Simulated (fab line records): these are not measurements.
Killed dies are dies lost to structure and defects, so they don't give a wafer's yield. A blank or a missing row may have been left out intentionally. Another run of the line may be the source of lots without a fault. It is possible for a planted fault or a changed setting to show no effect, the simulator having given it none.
3 desks, one fault :: flow n5_finfet :: what lay behind the numbers comes last; until then each desk has only its own

## THE DEFECT DESK
Per lot, the means of the sampled wafers with a number show what the inspections along the route counted. If a lot's mean is further than 4 standard deviations from the usual mean, the lot is out of limits and carries the mark OUT (the distance appears in the brackets).
Columns: A = raw_defect_count at N5_MIM_TOP_LITHO_INSPECT_12, usual 2.0; B = raw_defect_count at N5_MIM_BOT_LITHO_INSPECT_12, usual 2.0
lot: L504
first seen here: day 12 13:55
A: 1.7
B: 1.3

lot: L505
first seen here: day 12 21:04
A: 1.7
B: 1.3

lot: L506
first seen here: day 13 07:17
A: 2.3
B: 1.7

lot: L508
first seen here: day 13 10:54
A: 2.5
B: 1.5

lot: L509
first seen here: day 13 22:35
A: 1.3
B: 1.7

lot: L510
first seen here: day 14 05:31
A: 2.3
B: 1.3

lot: L513
first seen here: day 14 15:57
A: 2.3
B: 2.0

lot: L511
first seen here: day 14 17:35
A: 3.0
B: 1.3

lot: L519
first seen here: day 16 07:16
A: 3.5
B: 3.0

lot: L522
first seen here: day 17 00:39
A: 2.5
B: 0.5

lot: L523
first seen here: day 17 08:20
A: 1.0
B: 3.0
Result from this desk: across the 11 lots, nothing is out of limits.

## AT THE METROLOGY DESK
What the gauges read for every lot (on any tool): the sampled wafers with a number, averaged. If a lot's mean is further than 4 standard deviations from the usual mean, the lot is out of limits and carries the mark OUT (the distance appears in the brackets). Of its 10 readings 7 are shown: those that lie furthest out on some lot.
Columns: A = DIBL_N at N5_BEOL_M4_RC_MEAS_101, usual 37.1 mV/V; B = DIBL_P at N5_BEOL_M4_RC_MEAS_101, usual 37.2 mV/V; C = ION_N at N5_BEOL_M4_RC_MEAS_101, usual 682 uA/um; D = ION_P at N5_BEOL_M4_RC_MEAS_101, usual 468 uA/um; E = SS_N at N5_BEOL_M4_RC_MEAS_101, usual 71.9 mV/dec; F = SS_P at N5_BEOL_M4_RC_MEAS_101, usual 73.5 mV/dec; G = VT_P at N5_BEOL_M4_RC_MEAS_101, usual -248 mV
lot: L504
first seen here: day 8 22:40
A: 36.0
B: 36.2
C: 676
D: 470
E: 71.8
F: 73.5
G: -246

lot: L505
first seen here: day 9 00:59
A: 39.7
B: 37.4
C: 684
D: 466
E: 71.9
F: 73.5
G: -247

lot: L506
first seen here: day 9 08:40
A: 35.1
B: 34.2
C: 673
D: 460
E: 71.5
F: 72.3
G: -249

lot: L508
first seen here: day 9 20:41
A: 36.0
B: 36.1
C: 683
D: 474
E: 71.7
F: 73.2
G: -248

lot: L509
first seen here: day 10 00:47
A: 36.4
B: 35.5
C: 691
D: 472
E: 71.8
F: 73.1
G: -253

lot: L510
first seen here: day 10 10:13
A: 35.2
B: 37.2
C: 679
D: 459
E: 71.1
F: 73.0
G: -253

lot: L511
first seen here: day 10 19:17
A: 37.5
B: 39.4
C: 689
D: 474
E: 71.5
F: 73.7
G: -248

lot: L513
first seen here: day 11 02:40
A: 37.2
B: 36.9
C: 686
D: 473
E: 71.6
F: 73.1
G: -246

lot: L519
first seen here: day 12 12:32
A: 37.3
B: 35.7
C: 668
D: 448
E: 73.1
F: 73.3
G: -254

lot: L522
first seen here: day 13 06:49
A: 34.5
B: 35.5
C: 670
D: 464
E: 71.7
F: 72.6
G: -248

lot: L523
first seen here: day 13 09:58
A: 36.7
B: 36.9
C: 673
D: 458
E: 71.8
F: 73.4
G: -251
Result from this desk: across the 11 lots, nothing is out of limits.

## DESK OF THE TOOL OWNER: rie_diel-01
The tool's own readings at N5_MIM_BOT_ETCH_ETCH_04 (etches SiNx in CF4/O2, target depth 26 nm, time 13 s): means of the sampled wafers that have a number, for each lot that ran on this tool. If a lot's mean is further than 4 standard deviations from the usual mean, the lot is out of limits and carries the mark OUT (the distance appears in the brackets). Of its 8 readings 7 are shown: those that lie furthest out on some lot.
Columns: A = O2_flow_sccm at N5_MIM_BOT_ETCH_ETCH_04, usual 10.00 sccm; B = bias_w at N5_MIM_BOT_ETCH_ETCH_04, usual 49.01 W; C = chamber_pressure_mTorr at N5_MIM_BOT_ETCH_ETCH_04, usual 40.00 mTorr; D = drypump_motor_current_A at N5_MIM_BOT_ETCH_ETCH_04, usual 5.7 A; E = oes_product_au at N5_MIM_BOT_ETCH_ETCH_04, usual 0.81 a.u.; F = showerhead_plenum_p_Torr at N5_MIM_BOT_ETCH_ETCH_04, usual 2.21 Torr; G = throttle_valve_pct at N5_MIM_BOT_ETCH_ETCH_04, usual 15.91 %
lot: L505
first seen here: day 12 21:55
A: 10.00
B: 49.02
C: 40.01
D: 5.5
E: 0.88
F: 2.17
G: 15.81

lot: L508
first seen here: day 13 12:07
A: 9.95
B: 49.14
C: 40.05
D: 5.7
E: 0.90
F: 2.19
G: 15.83
Result from this desk: across the 2 lots, nothing is out of limits.

## BROUGHT TOGETHER
No out-of-limits result turned up at the defect desk.
From the metrology desk's view, nothing was out of limits.
Nothing out of limits was seen by the tool owner's desk.

## WHAT THE SIMULATOR HAD PUT IN
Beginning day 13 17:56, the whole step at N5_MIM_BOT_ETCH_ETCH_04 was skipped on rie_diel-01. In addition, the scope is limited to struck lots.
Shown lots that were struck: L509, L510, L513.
